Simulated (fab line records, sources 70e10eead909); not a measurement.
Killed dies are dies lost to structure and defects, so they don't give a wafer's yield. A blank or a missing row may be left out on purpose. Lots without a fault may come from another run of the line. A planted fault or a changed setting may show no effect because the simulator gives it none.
fab line records | flow nand_harc
record lots=12 wafers=36 last_day=34
route steps=1302 shown A_SLIT@940 A_WL_FILL@953 END@1302
lots that met no fault: from a run of the same line without faults
start_h: hours from the record's first day to the start of the lot's first wafer shown | wait_h: hours since the lot's step before | " the same as in the row above | L1.1+2: a row that stands for several wafers | - no value, or no start given | * or withheld: withheld | < > ~ a bound
route shown NAME@n: a module of which the file shows steps, and the number in the route of the first | usual: mean/standard deviation of fault-free wafers | same: alike in all rows | chamber/n: place in a boat | sites: the reading at each site | _std_site: their standard deviation | _edge_site: outer sites' mean less inner sites' | radius_mm: how far each site lies from the wafer's centre | mask NAME#n: copy n | behind: the tool/chamber that last shaped the wafer | hold: why the lot was held/for how many hours/how that ended | device: the transistor (n, p or np) that didn't switch | end of line: the same wafers' tests at the end of the route | a step without rows: its recipe alone | killed: dies lost to structure and defects at the first sort, not the wafer's yield | map: a wafer's dies, x killed, . not, _ none there
set.NAME: the setting as run; set.NAME@STEP: as run at that earlier step | model.NAME: the simulator's own value behind a step, which no gauge read
steps of the route over a sample of lots; a table a step, a row a wafer
services: from which hour (start_h, from the record's first day; less than 0 if before it) a tool's chamber was out of use, for how many hours, and why
## steps
# step NHARC_A_SLIT_ETCH_26
# recipe bias_v=400 source_w=2000 pressure_mtorr=25 time_s=90 ar_flow_sccm=375 c4f8_flow_sccm=41.7 o2_flow_sccm=83.3 target_depth_a=4000 chemistry=C4F8/O2/Ar
# usual bias_v=401/4.1 chamber_pressure_mTorr=25.002/0.022 drypump_motor_current_A=5.7/0.52 he_backside_leak_sccm=6.2/0.71 showerhead_plenum_p_Torr=3.69/0.11 throttle_valve_pct=27.619/0.0077
# columns lot.wafer tool chamber start_h wait_h bias_v chamber_pressure_mTorr drypump_motor_current_A he_backside_leak_sccm rf_hours_counter_h showerhead_plenum_p_Torr throttle_valve_pct
L955.1 har_etch-01 0 485.47 3.0 400 25.031 5.7 5.8 271 3.67 27.614
L955.2 " 1 " " 400 24.985 5.1 12.1 271 3.65 27.621
L955.4 " 0 " " 402 25.027 5.8 5.7 - 3.67 27.631
L956.2 har_etch-01 1 489.25 3.0 408 24.962 5.1 6.7 275 3.64 27.619
L956.6 " 1 " " 408 25.019 5.1 6.9 - 3.64 27.616
L956.5 " 0 " " 399 25.005 5.7 5.8 - 3.67 27.613
L958.2 har_etch-02 0 504.86 2.4 395 25.019 5.9 5.7 61 3.94 27.602
L958.4 " 0 " " 397 25.024 5.9 6.0 - 3.94 27.626
L958.6 " 0 " " 405 24.976 5.8 5.8 - 3.94 27.615
L959.1 har_etch-01 0 513.51 2.5 399 24.992 5.8 6.1 290 3.66 27.612
L959.5 " 1 " " 398 24.987 5.0 6.8 - 3.63 27.614
L959.6 " 0 " " 406 25.014 5.8 6.1 - 3.66 27.614
L965.1 har_etch-02 0 595.14 3.1 402 24.983 5.9 5.9 111 3.92 27.621
L965.2 " 1 " " 405 25.001 6.5 5.8 111 3.65 27.608
L965.5 " 1 " " 406 24.992 6.5 5.9 - 3.65 27.626
L968.1 har_etch-01 1 627.99 3.0 408 24.970 5.1 7.3 351 3.60 27.637
L968.3 " 0 " " 400 25.010 5.8 6.0 - 3.63 27.612
L968.5 " 0 " " 399 25.024 5.8 5.8 - 3.63 27.632
L967.1 har_etch-02 0 628.20 3.1 401 24.995 5.8 6.0 126 3.91 27.621
L967.5 " 0 " " 401 25.017 5.8 6.1 - 3.91 27.633
L967.6 " 1 " " 395 24.998 6.5 5.9 - 3.64 27.639
L969.4 har_etch-01 1 639.63 1.3 405 25.007 5.0 7.0 - 3.60 27.597
L969.5 " 0 " " 392 24.982 5.7 6.1 - 3.62 27.620
L969.6 " 1 " " 403 25.031 5.0 7.1 - 3.60 27.621
L972.2 har_etch-02 0 647.94 2.5 395 25.010 5.9 5.8 138 3.90 27.605
L972.3 " 0 " " 393 25.043 5.9 5.8 - 3.90 27.622
L972.5 " 1 " " 406 24.999 6.6 6.1 - 3.63 27.616
L971.2 har_etch-01 0 651.27 3.0 401 25.000 5.8 5.8 366 3.62 27.616
L971.5 " 0 " " 405 25.012 5.8 5.8 - 3.62 27.614
L971.6 " 1 " " 396 24.974 5.0 7.1 - 3.59 27.616
L974.1 har_etch-01 1 673.79 3.0 393 25.011 5.0 7.2 381 3.58 27.615
L974.4 " 0 " " 405 25.008 5.8 6.2 - 3.61 27.623
L974.6 " 0 " " 397 25.034 5.8 6.0 - 3.61 27.618
L973.1 har_etch-02 1 678.27 3.1 400 25.029 6.6 5.9 157 3.62 27.615
L973.4 " 1 " " 401 24.964 6.5 6.1 - 3.62 27.624
L973.6 " 1 " " 404 25.030 6.5 5.9 - 3.62 27.613
# step NHARC_A_SLIT_CD_MEAS_21
# usual cd_nm=289.5/1.1
# columns lot.wafer tool chamber start_h wait_h cd_nm
L955.1 cd_sem-02 - 486.89 - 289.8
L955.2 " - " " 288.6
L955.4 " - " " 289.7
L956.2 cd_sem-02 - 490.69 - 289.0
L956.5 " - " " 289.3
L956.6 " - " " 290.4
L958.2 cd_sem-03 - 506.26 - 287.6
L958.4 " - " " 287.3
L958.6 " - " " 289.0
L959.1 cd_sem-03 - 514.97 - 287.4
L959.5 " - " " 289.4
L959.6 " - " " 287.9
L965.1 cd_sem-01 - 596.57 - 288.7
L965.2 " - " " 290.2
L965.5 " - " " 290.6
L968.1 cd_sem-01 - 629.41 - 289.6
L968.3 " - " " 289.9
L968.5 " - " " 290.4
L967.1 cd_sem-03 - 629.62 - 289.2
L967.5 " - " " 289.3
L967.6 " - " " 290.1
L969.4 cd_sem-01 - 640.96 - 290.4
L969.5 " - " " 289.8
L969.6 " - " " 290.0
L972.2 cd_sem-03 - 649.33 - 288.3
L972.3 " - " " 290.9
L972.5 " - " " 289.3
L971.2 cd_sem-01 - 652.70 - 290.7
L971.5 " - " " 289.9
L971.6 " - " " 290.5
L974.1 cd_sem-03 - 675.21 - 290.9
L974.4 " - " " 289.6
L974.6 " - " " 289.6
L973.1 cd_sem-01 - 679.69 - 289.0
L973.4 " - " " 290.4
L973.6 " - " " 288.3
# step NHARC_A_WL_FILL_RTA_01
# recipe temp_c=1000 time_s=5
# usual lamp_power_pct=31.7/1.2 lamp_zone_1_pct=31.7/1.2 lamp_zone_6_pct=31.6/1.2 wafer_temp_C_max=1005.3/1.3
# columns lot.wafer tool chamber start_h wait_h lamp_power_pct lamp_zone_1_pct lamp_zone_6_pct wafer_temp_C_max
L955.1 rtp_anneal-02 0 493.81 - 32.8 32.9 32.8 1005.0
L955.2 " 0 " " 32.8 32.8 32.9 1005.8
L955.4 " 0 " " 32.9 32.8 32.8 1007.4
L956.2 rtp_anneal-01 0 497.87 - 30.5 30.5 30.5 1003.8
L956.5 " 0 " " 30.5 30.5 30.5 1004.0
L956.6 " 0 " " 30.5 30.5 30.5 1005.1
L958.2 rtp_anneal-01 0 513.24 - 30.6 30.6 30.5 1005.5
L958.4 " 0 " " 30.5 30.6 30.6 1003.6
L958.6 " 0 " " 30.5 30.6 30.5 1004.4
L959.1 rtp_anneal-01 0 522.00 - 30.6 30.6 30.5 1004.0
L959.5 " 0 " " 30.6 30.5 30.5 1005.4
L959.6 " 0 " " 30.5 30.6 30.4 1005.7
L965.1 rtp_anneal-02 0 603.74 - 32.8 32.9 32.9 1006.6
L965.2 " 0 " " 32.8 32.9 32.8 1007.1
L965.5 " 0 " " 33.0 32.9 32.8 1005.2
L967.1 rtp_anneal-02 0 636.40 - 32.9 32.9 32.9 1005.2
L967.5 " 0 " " 32.9 32.9 32.8 1006.7
L967.6 " 0 " " 32.9 32.8 32.8 1003.8
L968.1 rtp_anneal-02 0 636.58 - 32.9 32.8 32.8 1005.5
L968.3 " 0 " " 32.8 32.9 32.8 1007.4
L968.5 " 0 " " 32.8 32.8 32.8 1005.4
L969.4 rtp_anneal-01 0 649.45 - 30.5 30.5 30.5 1004.2
L969.5 " 0 " " 30.5 30.5 30.5 1004.7
L969.6 " 0 " " 30.6 30.6 30.5 1004.3
L972.2 rtp_anneal-01 0 655.88 - 30.6 30.5 30.5 1003.6
L972.3 " 0 " " 30.5 30.5 30.5 1004.2
L972.5 " 0 " " 30.6 30.6 30.5 1003.9
L971.2 rtp_anneal-01 0 659.60 - 30.5 30.6 30.5 1004.2
L971.5 " 0 " " 30.6 30.6 30.5 1003.1
L971.6 " 0 " " 30.5 30.5 30.5 1003.3
L974.1 rtp_anneal-02 0 682.18 - 32.9 32.8 32.8 1007.7
L974.4 " 0 " " 32.9 32.9 32.8 1005.1
L974.6 " 0 " " 32.8 32.9 32.8 1005.7
L973.1 rtp_anneal-01 0 686.72 - 30.5 30.6 30.5 1005.3
L973.4 " 0 " " 30.5 30.5 30.4 1004.4
L973.6 " 0 " " 30.5 30.5 30.5 1004.9
# step NHARC_A_WL_FILL_ALD_02
# recipe target_thk_a=20 pulse_time_s=3 ald_cycles=100 temp_c=450 material=TiN
# usual ald_cycles=100/0 heater_power_w=1121/110 precursor_pulse_height_rel=1.001/0.021
# columns lot.wafer tool chamber start_h wait_h ald_cycles heater_power_w precursor_pulse_height_rel
L955.2 ald_metal-04 3 494.02 0.2 100 1146 0.994
L955.1 " 1 " " 100 1295 1.013
L955.4 " 3 " " 100 1136 0.990
L956.2 ald_metal-01 0 498.09 0.2 100 956 0.989
L956.6 " 3 " " 100 1187 1.000
L956.5 " 0 " " 100 962 1.001
L958.4 ald_metal-04 3 513.47 0.1 100 1142 1.016
L958.2 " 0 " " 100 1246 1.007
L958.6 " 2 " " 100 1126 1.003
L959.1 ald_metal-04 2 522.26 0.2 100 1113 1.006
L959.5 " 1 " " 100 1256 0.980
L959.6 " 2 " " 100 1135 1.048
L965.1 ald_metal-04 2 603.96 0.2 100 1116 0.993
L965.2 " 0 " " 50 1246 0.975
L965.5 " 2 " " 100 1139 1.012
L967.1 ald_metal-04 0 636.62 0.2 50 1211 1.026
L967.5 " 0 " " 50 1206 0.984
L967.6 " 1 " " 100 1244 1.037
L968.3 ald_metal-01 2 636.86 0.2 100 1233 0.974
L968.1 " 3 " " 100 1216 1.005
L968.5 " 1 " " 100 970 0.991
L969.4 ald_metal-02 0 649.66 0.2 100 1122 0.992
L969.5 " 2 " " 100 961 0.995
L969.6 " 3 " " 100 1125 1.038
L972.2 ald_metal-02 2 656.07 0.2 100 959 1.018
L972.3 " 0 " " 100 1125 0.977
L972.5 " 2 " " 100 950 0.990
L971.2 ald_metal-01 0 659.83 0.2 100 975 1.006
L971.5 " 3 " " 100 1252 0.952
L971.6 " 0 " " 100 960 1.025
L974.1 ald_metal-02 0 682.39 0.2 100 1119 1.019
L974.4 " 3 " " 100 1120 1.009
L974.6 " 0 " " 100 1105 1.028
L973.1 ald_metal-01 3 687.01 0.3 100 1254 0.991
L973.4 " 0 " " 100 978 1.028
L973.6 " 1 " " 100 980 1.013
# step NHARC_END_SORT_01
# recipe temp_c=25
# usual killed_at_array=63/27 killed_at_other=0.7/1.2 killed_at_periphery=3.1/2 killed_dies=67/28 killed_open=3.0/1.9 killed_short=2.2/1.5
# same gross_dies=677
# columns lot.wafer tool chamber start_h wait_h killed_at_array killed_at_other killed_at_periphery killed_dies killed_open killed_short
L965.1 prober-01 0 699.25 2.5 38 0 2 40 2 2
L965.2 prober-01 0 700.04 2.8 675 1 1 677 3 2
L965.5 prober-01 0 702.43 3.7 36 1 4 41 2 2
L967.1 prober-01 0 739.55 2.5 675 0 2 677 0 2
L967.5 prober-01 0 742.79 3.7 674 0 3 677 2 2
L967.6 prober-01 0 743.60 4.0 74 0 5 79 5 3
# killed by level:class
L965.1 A_CHANNEL_HOLE_D2:chamber_film_flake=19 A_CONTACT:chamber_film_flake=8 A_CHANNEL_HOLE_D1:chamber_film_flake=6 P_STI:geometric_particle:short=1 A_CHANNEL_FILL_D1:geometric_particle:open=1 A_CHANNEL_FILL_D1:geometric_particle:short=1 A_ONON_D2:geometric_particle:open=1 P_ZERO_WELL:chamber_film_flake=1
L965.2 A_WL_FILL:area_ald=638 A_CHANNEL_HOLE_D2:chamber_film_flake=23 A_CHANNEL_HOLE_D1:chamber_film_flake=5 A_SLIT:chamber_film_flake=2 A_CONTACT:chamber_film_flake=2 P_STI:geometric_particle:short=1 A_CHANNEL_HOLE_D1:geometric_particle:open=1 A_DECK1_JOINT:geometric_particle:short=1
L965.5 A_CHANNEL_HOLE_D2:chamber_film_flake=17 A_CONTACT:chamber_film_flake=6 A_CHANNEL_HOLE_D1:chamber_film_flake=5 P_GATE:chamber_film_flake=3 A_STAIRCASE:chamber_film_flake=2 A_SLIT:chamber_film_flake=2 A_CHANNEL_FILL_D1:geometric_particle:short=1 A_DECK1_JOINT:geometric_particle:open=1
L967.1 A_WL_FILL:area_ald=601 A_CHANNEL_HOLE_D1:chamber_film_flake=30 A_CHANNEL_HOLE_D2:chamber_film_flake=30 A_CONTACT:chamber_film_flake=7 P_GATE:chamber_film_flake=2 A_CHANNEL_FILL_D2:chamber_film_flake=2 A_SLIT:chamber_film_flake=2 A_CHANNEL_FILL_D2:geometric_particle:short=1
L967.5 A_WL_FILL:area_ald=604 A_CHANNEL_HOLE_D1:chamber_film_flake=29 A_CHANNEL_HOLE_D2:chamber_film_flake=22 A_CONTACT:chamber_film_flake=9 A_SLIT:chamber_film_flake=3 A_SGD_CUT:chamber_film_flake=2 P_CONTACT:geometric_particle:open=1 A_ONON_D1:geometric_particle:open=1
L967.6 A_CHANNEL_HOLE_D2:chamber_film_flake=33 A_CHANNEL_HOLE_D1:chamber_film_flake=25 A_SLIT:chamber_film_flake=3 A_CHANNEL_FILL_D2:chamber_film_flake=3 A_CONTACT:chamber_film_flake=3 P_M1:geometric_particle:open=2 P_ZERO_WELL:chamber_film_flake=2 A_CHANNEL_FILL_D1:geometric_particle:open=1
## services
# columns tool chamber start_h hours kind
ald_metal-04 - 474.00 10.0 pm
ald_metal-04 0 474.00 10.0 vent_cycle
ald_metal-04 1 474.00 10.0 vent_cycle
ald_metal-04 2 474.00 28.3 vent_cycle
ald_metal-04 3 474.00 10.0 vent_cycle
har_etch-02 - 476.05 9.4 repair
ald_metal-04 0 484.00 - clean
ald_metal-04 1 484.00 - clean
ald_metal-04 3 484.00 - clean
ald_metal-01 - 526.00 10.0 pm
har_etch-02 - 527.17 2.2 repair
har_etch-02 - 531.11 12.9 repair
ald_metal-02 1 572.26 1.6 repair
ald_metal-02 - 610.00 10.0 pm
ald_metal-02 - 624.60 3.3 repair
ald_metal-04 - 652.00 10.0 pm
ald_metal-04 0 652.00 10.0 vent_cycle
ald_metal-04 1 652.00 10.0 vent_cycle
ald_metal-04 2 652.00 10.0 vent_cycle
ald_metal-04 3 652.00 10.0 vent_cycle
ald_metal-04 0 662.00 - clean
ald_metal-04 1 662.00 - clean
ald_metal-04 2 662.00 - clean
ald_metal-02 - 665.45 1.3 repair
## key
first_sign step=NHARC_A_WL_FILL_ALD_02 reading=ald_cycles direction=down sigmas=99+ usual=100 struck=50
effect step=NHARC_END_SORT_01 reading=killed_at_array direction=up sigmas=22 usual=63 struck=675
more_kills_born_at NHARC_A_WL_FILL_ALD_02@ald_metal-04=1843
met_at NHARC_A_WL_FILL_ALD_02
struck_lots L965,L967
struck_wafers L965.2,L967.1,L967.5
later_rows_left_out L965.2,L967.1,L967.5
tester_left_out L965,L967
not_acting_at NHARC_A_SLIT_ETCH_26,NHARC_A_SLIT_CD_MEAS_21,NHARC_A_WL_FILL_RTA_01
onset_between 513.47 603.96
fault kind=process_parameter_drift tool=ald_metal-04 chamber=0 onset_h=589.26 steps=NHARC_A_WL_FILL_ALD_02 channel=ald_cycles offset=-50 shape=step end_h=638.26 acts_in=these_recipes_only stated=100
# tester_left_out: of these lots the tester's yield and bins aren't shown, on N5 and GAA mostly nor the transistor test; their killed dies are dies lost to structure and defects alone, not to doping, threshold or leakage, so they don't give the yield
# later_rows_left_out: the simulator's readings of these wafers behind a module that went badly wrong aren't trusted and aren't shown, but for the sort
